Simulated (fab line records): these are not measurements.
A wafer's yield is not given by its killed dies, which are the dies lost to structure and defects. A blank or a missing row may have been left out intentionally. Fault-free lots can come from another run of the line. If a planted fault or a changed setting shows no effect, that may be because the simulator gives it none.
Which of the tools did it? || flow n5 finfet || 72 wafers from 24 lots sampled at 2 of the route's 1938 steps

WHAT EACH GAUGE READ, for each wafer
N5_BEOL_M12_OVL_MEAS_29. Usual: M12_OVL 0 nm, standard deviation 4.8.
{"lot": "L076", "measured": "day 11 20:29", "on": "overlay-01", "M12_OVL (nm)": "3 3 3", "flag": ""}
{"lot": "L077", "measured": "day 12 04:06", "on": "overlay-01", "M12_OVL (nm)": "4 -1 15", "flag": ""}
{"lot": "L078", "measured": "day 12 14:54", "on": "overlay-01", "M12_OVL (nm)": "-2 3 0", "flag": ""}
{"lot": "L075", "measured": "day 12 15:15", "on": "overlay-01", "M12_OVL (nm)": "2 -3 -3", "flag": ""}
{"lot": "L074", "measured": "day 12 18:42", "on": "overlay-01", "M12_OVL (nm)": "-3 -3 -4", "flag": ""}
{"lot": "L079", "measured": "day 12 20:26", "on": "overlay-01", "M12_OVL (nm)": "1 -3 1", "flag": ""}
{"lot": "L082", "measured": "day 13 05:08", "on": "overlay-01", "M12_OVL (nm)": "2 9 2", "flag": ""}
{"lot": "L080", "measured": "day 13 05:30", "on": "overlay-01", "M12_OVL (nm)": "-6 6 -1", "flag": ""}
{"lot": "L081", "measured": "day 13 14:32", "on": "overlay-01", "M12_OVL (nm)": "8 -2 3", "flag": ""}
{"lot": "L084", "measured": "day 14 01:55", "on": "overlay-02", "M12_OVL (nm)": "10 -3 2", "flag": ""}
{"lot": "L083", "measured": "day 14 16:11", "on": "overlay-02", "M12_OVL (nm)": "-6 -7 -6", "flag": ""}
{"lot": "L085", "measured": "day 15 07:02", "on": "overlay-02", "M12_OVL (nm)": "-1 6 -4", "flag": ""}
{"lot": "L087", "measured": "day 15 11:38", "on": "overlay-02", "M12_OVL (nm)": "3 -3 2", "flag": ""}
{"lot": "L086", "measured": "day 15 12:05", "on": "overlay-01", "M12_OVL (nm)": "-1 -2 -8", "flag": ""}
{"lot": "L088", "measured": "day 15 22:55", "on": "overlay-02", "M12_OVL (nm)": "5 7 3", "flag": ""}
{"lot": "L090", "measured": "day 16 02:44", "on": "overlay-02", "M12_OVL (nm)": "2 -2 -5", "flag": ""}
{"lot": "L089", "measured": "day 16 12:46", "on": "overlay-01", "M12_OVL (nm)": "-5 -3 -3", "flag": ""}
{"lot": "L091", "measured": "day 17 15:55", "on": "overlay-01", "M12_OVL (nm)": "-5 -3 -3", "flag": ""}
{"lot": "L094", "measured": "day 18 01:52", "on": "overlay-01", "M12_OVL (nm)": "2 4 -2", "flag": ""}
{"lot": "L092", "measured": "day 18 07:31", "on": "overlay-01", "M12_OVL (nm)": "0 -3 3", "flag": ""}
{"lot": "L093", "measured": "day 18 08:04", "on": "overlay-02", "M12_OVL (nm)": "0 1 4", "flag": ""}
{"lot": "L096", "measured": "day 18 16:01", "on": "overlay-02", "M12_OVL (nm)": "-8 -5 -8", "flag": ""}
{"lot": "L095", "measured": "day 19 02:34", "on": "overlay-02", "M12_OVL (nm)": "3 4 0", "flag": ""}
{"lot": "L097", "measured": "day 19 19:45", "on": "overlay-02", "M12_OVL (nm)": "-1 6 4", "flag": ""}

WHICH TOOL RAN EACH LOT (tool, then ch and the chambers of the sampled wafers, then the start)
{"lot": "L076", "N5_BEOL_M12_ETCH_59": "rie diel-02 ch 1,3, day 11 19:40"}
{"lot": "L077", "N5_BEOL_M12_ETCH_59": "rie diel-03 ch 1,3, day 12 03:10"}
{"lot": "L078", "N5_BEOL_M12_ETCH_59": "rie diel-03 ch 1,2,3, day 12 14:05"}
{"lot": "L075", "N5_BEOL_M12_ETCH_59": "rie diel-03 ch 2,3, day 12 14:25"}
{"lot": "L074", "N5_BEOL_M12_ETCH_59": "rie diel-02 ch 0,2,3, day 12 17:53"}
{"lot": "L079", "N5_BEOL_M12_ETCH_59": "rie diel-04 ch 2,3, day 12 19:37"}
{"lot": "L082", "N5_BEOL_M12_ETCH_59": "rie diel-03 ch 0,1,2, day 13 04:11"}
{"lot": "L080", "N5_BEOL_M12_ETCH_59": "rie diel-03 ch 2,3, day 13 04:34"}
{"lot": "L081", "N5_BEOL_M12_ETCH_59": "rie diel-02 ch 0,1,3, day 13 13:43"}
{"lot": "L084", "N5_BEOL_M12_ETCH_59": "rie diel-03 ch 0,1,2, day 14 00:58"}
{"lot": "L083", "N5_BEOL_M12_ETCH_59": "rie diel-04 ch 2,3, day 14 14:59"}
{"lot": "L085", "N5_BEOL_M12_ETCH_59": "rie diel-02 ch 0,1,3, day 15 06:05"}
{"lot": "L087", "N5_BEOL_M12_ETCH_59": "rie diel-03 ch 0,1,3, day 15 10:38"}
{"lot": "L086", "N5_BEOL_M12_ETCH_59": "rie diel-04 ch 0,2,3, day 15 11:08"}
{"lot": "L088", "N5_BEOL_M12_ETCH_59": "rie diel-02 ch 1,2, day 15 22:05"}
{"lot": "L090", "N5_BEOL_M12_ETCH_59": "rie diel-04 ch 1,2,3, day 16 01:53"}
{"lot": "L089", "N5_BEOL_M12_ETCH_59": "rie diel-03 ch 0,1,3, day 16 11:52"}
{"lot": "L091", "N5_BEOL_M12_ETCH_59": "rie diel-02 ch 0,1, day 17 14:54"}
{"lot": "L094", "N5_BEOL_M12_ETCH_59": "rie diel-04 ch 0,2,3, day 18 01:01"}
{"lot": "L092", "N5_BEOL_M12_ETCH_59": "rie diel-02 ch 0,3, day 18 06:42"}
{"lot": "L093", "N5_BEOL_M12_ETCH_59": "rie diel-04 ch 0,1, day 18 07:07"}
{"lot": "L096", "N5_BEOL_M12_ETCH_59": "rie diel-04 ch 0,1, day 18 15:12"}
{"lot": "L095", "N5_BEOL_M12_ETCH_59": "rie diel-04 ch 0,1,2, day 19 01:37"}
{"lot": "L097", "N5_BEOL_M12_ETCH_59": "rie diel-04 ch 1,3, day 19 18:23"}
- N5_BEOL_M12_ETCH_59: etches BARC in N2/H2, target depth 89 nm, overetch 26.7 nm, time 67.9 s.

AS READ BY THE TOOLS THEMSELVES (means over the sampled wafers that have a number; for cases with no such wafer, the mark the record gives instead)
N5_BEOL_M12_ETCH_59. Usual: drypump motor current A 6.02 A, standard deviation 0.21; h2 flow sccm 200.0 sccm, standard deviation 0.63; oes product au 0.66 a.u., standard deviation 0.059; rf vpp V 522.8 V, standard deviation 2.7; showerhead plenum p Torr 2.50 Torr, standard deviation 0.1; throttle valve pct 17.88 %, standard deviation 0.29.
{"lot": "L076", "tool": "rie diel-02", "drypump motor current A (A)": 6.17, "h2 flow sccm (sccm)": 200.1, "oes product au (a.u.)": 0.73, "rf vpp V (V)": 525.9, "showerhead plenum p Torr (Torr)": 2.63, "throttle valve pct (%)": 17.59, "flag": ""}
{"lot": "L077", "tool": "rie diel-03", "drypump motor current A (A)": 5.92, "h2 flow sccm (sccm)": 200.5, "oes product au (a.u.)": 0.61, "rf vpp V (V)": 521.4, "showerhead plenum p Torr (Torr)": 2.46, "throttle valve pct (%)": 18.15, "flag": ""}
{"lot": "L078", "tool": "rie diel-03", "drypump motor current A (A)": 5.96, "h2 flow sccm (sccm)": 199.8, "oes product au (a.u.)": 0.62, "rf vpp V (V)": 520.9, "showerhead plenum p Torr (Torr)": 2.45, "throttle valve pct (%)": 17.96, "flag": ""}
{"lot": "L075", "tool": "rie diel-03", "drypump motor current A (A)": 6.01, "h2 flow sccm (sccm)": 200.3, "oes product au (a.u.)": 0.62, "rf vpp V (V)": 521.3, "showerhead plenum p Torr (Torr)": 2.44, "throttle valve pct (%)": 17.77, "flag": ""}
{"lot": "L074", "tool": "rie diel-02", "drypump motor current A (A)": 6.18, "h2 flow sccm (sccm)": 200.4, "oes product au (a.u.)": 0.68, "rf vpp V (V)": 522.2, "showerhead plenum p Torr (Torr)": 2.49, "throttle valve pct (%)": 17.67, "flag": ""}
{"lot": "L079", "tool": "rie diel-04", "drypump motor current A (A)": 5.93, "h2 flow sccm (sccm)": 199.7, "oes product au (a.u.)": 0.75, "rf vpp V (V)": 521.9, "showerhead plenum p Torr (Torr)": 2.47, "throttle valve pct (%)": 17.97, "flag": ""}
{"lot": "L082", "tool": "rie diel-03", "drypump motor current A (A)": 5.82, "h2 flow sccm (sccm)": 200.1, "oes product au (a.u.)": 0.63, "rf vpp V (V)": 522.7, "showerhead plenum p Torr (Torr)": 2.45, "throttle valve pct (%)": 18.10, "flag": ""}
{"lot": "L080", "tool": "rie diel-03", "drypump motor current A (A)": 5.94, "h2 flow sccm (sccm)": 199.8, "oes product au (a.u.)": 0.61, "rf vpp V (V)": 521.9, "showerhead plenum p Torr (Torr)": 2.47, "throttle valve pct (%)": 17.70, "flag": ""}
{"lot": "L081", "tool": "rie diel-02", "drypump motor current A (A)": 6.23, "h2 flow sccm (sccm)": 200.8, "oes product au (a.u.)": 0.70, "rf vpp V (V)": 525.2, "showerhead plenum p Torr (Torr)": 2.58, "throttle valve pct (%)": 17.69, "flag": ""}
{"lot": "L084", "tool": "rie diel-03", "drypump motor current A (A)": 5.81, "h2 flow sccm (sccm)": 200.2, "oes product au (a.u.)": 0.62, "rf vpp V (V)": 521.9, "showerhead plenum p Torr (Torr)": 2.45, "throttle valve pct (%)": 18.12, "flag": ""}
{"lot": "L083", "tool": "rie diel-04", "drypump motor current A (A)": 6.02, "h2 flow sccm (sccm)": 200.0, "oes product au (a.u.)": 0.68, "rf vpp V (V)": 521.4, "showerhead plenum p Torr (Torr)": 2.45, "throttle valve pct (%)": 18.07, "flag": ""}
{"lot": "L085", "tool": "rie diel-02", "drypump motor current A (A)": 6.23, "h2 flow sccm (sccm)": 199.6, "oes product au (a.u.)": 0.69, "rf vpp V (V)": 524.4, "showerhead plenum p Torr (Torr)": 2.57, "throttle valve pct (%)": 17.72, "flag": ""}
{"lot": "L087", "tool": "rie diel-03", "drypump motor current A (A)": 5.76, "h2 flow sccm (sccm)": 199.6, "oes product au (a.u.)": 0.68, "rf vpp V (V)": 521.6, "showerhead plenum p Torr (Torr)": 2.46, "throttle valve pct (%)": 17.92, "flag": ""}
{"lot": "L086", "tool": "rie diel-04", "drypump motor current A (A)": 5.99, "h2 flow sccm (sccm)": 200.4, "oes product au (a.u.)": 0.71, "rf vpp V (V)": 525.4, "showerhead plenum p Torr (Torr)": 2.54, "throttle valve pct (%)": 17.86, "flag": ""}
{"lot": "L088", "tool": "rie diel-02", "drypump motor current A (A)": 6.22, "h2 flow sccm (sccm)": 200.6, "oes product au (a.u.)": 0.64, "rf vpp V (V)": 522.1, "showerhead plenum p Torr (Torr)": 2.50, "throttle valve pct (%)": 17.64, "flag": ""}
{"lot": "L090", "tool": "rie diel-04", "drypump motor current A (A)": 6.00, "h2 flow sccm (sccm)": 199.9, "oes product au (a.u.)": 0.66, "rf vpp V (V)": 520.9, "showerhead plenum p Torr (Torr)": 2.44, "throttle valve pct (%)": 18.07, "flag": ""}
{"lot": "L089", "tool": "rie diel-03", "drypump motor current A (A)": 5.73, "h2 flow sccm (sccm)": 200.3, "oes product au (a.u.)": 0.66, "rf vpp V (V)": 521.9, "showerhead plenum p Torr (Torr)": 2.46, "throttle valve pct (%)": 17.92, "flag": ""}
{"lot": "L091", "tool": "rie diel-02", "drypump motor current A (A)": 6.29, "h2 flow sccm (sccm)": 200.0, "oes product au (a.u.)": 0.67, "rf vpp V (V)": 523.4, "showerhead plenum p Torr (Torr)": 2.52, "throttle valve pct (%)": 17.81, "flag": ""}
{"lot": "L094", "tool": "rie diel-04", "drypump motor current A (A)": 5.97, "h2 flow sccm (sccm)": 200.5, "oes product au (a.u.)": 0.71, "rf vpp V (V)": 523.3, "showerhead plenum p Torr (Torr)": 2.53, "throttle valve pct (%)": 17.89, "flag": ""}
{"lot": "L092", "tool": "rie diel-02", "drypump motor current A (A)": 6.17, "h2 flow sccm (sccm)": 200.7, "oes product au (a.u.)": 0.67, "rf vpp V (V)": 522.9, "showerhead plenum p Torr (Torr)": 2.53, "throttle valve pct (%)": 17.73, "flag": ""}
{"lot": "L093", "tool": "rie diel-04", "drypump motor current A (A)": 6.03, "h2 flow sccm (sccm)": 199.9, "oes product au (a.u.)": 0.69, "rf vpp V (V)": 524.9, "showerhead plenum p Torr (Torr)": 2.60, "throttle valve pct (%)": 17.73, "flag": ""}
{"lot": "L096", "tool": "rie diel-04", "drypump motor current A (A)": 6.03, "h2 flow sccm (sccm)": 200.5, "oes product au (a.u.)": 0.69, "rf vpp V (V)": 525.8, "showerhead plenum p Torr (Torr)": 2.60, "throttle valve pct (%)": 17.74, "flag": ""}
{"lot": "L095", "tool": "rie diel-04", "drypump motor current A (A)": 5.95, "h2 flow sccm (sccm)": 199.8, "oes product au (a.u.)": 0.68, "rf vpp V (V)": 523.7, "showerhead plenum p Torr (Torr)": 2.52, "throttle valve pct (%)": 17.91, "flag": ""}
{"lot": "L097", "tool": "rie diel-04", "drypump motor current A (A)": 6.12, "h2 flow sccm (sccm)": 200.1, "oes product au (a.u.)": 0.60, "rf vpp V (V)": 520.6, "showerhead plenum p Torr (Torr)": 2.40, "throttle valve pct (%)": 18.18, "flag": ""}

THE ANSWER, worked out from the rows above alone
Rule: a lot is off if the mean of its wafers that have a number lies more than 3 standard deviations from the usual mean. A lot without any number at a reading at which 4 lots or more have one is off too. The other lots that the step has rows for count as sound. First the gauges in route order, then the tools' own readings, where a lot's mean is used as printed above. The first step at which some lot is off is used, and at that step the reading that is off furthest; a lot without a number counts as furthest.
No lot is off at any reading shown: from this, nothing can be told.

WHAT HAD BEEN PUT IN BY THE SIMULATOR
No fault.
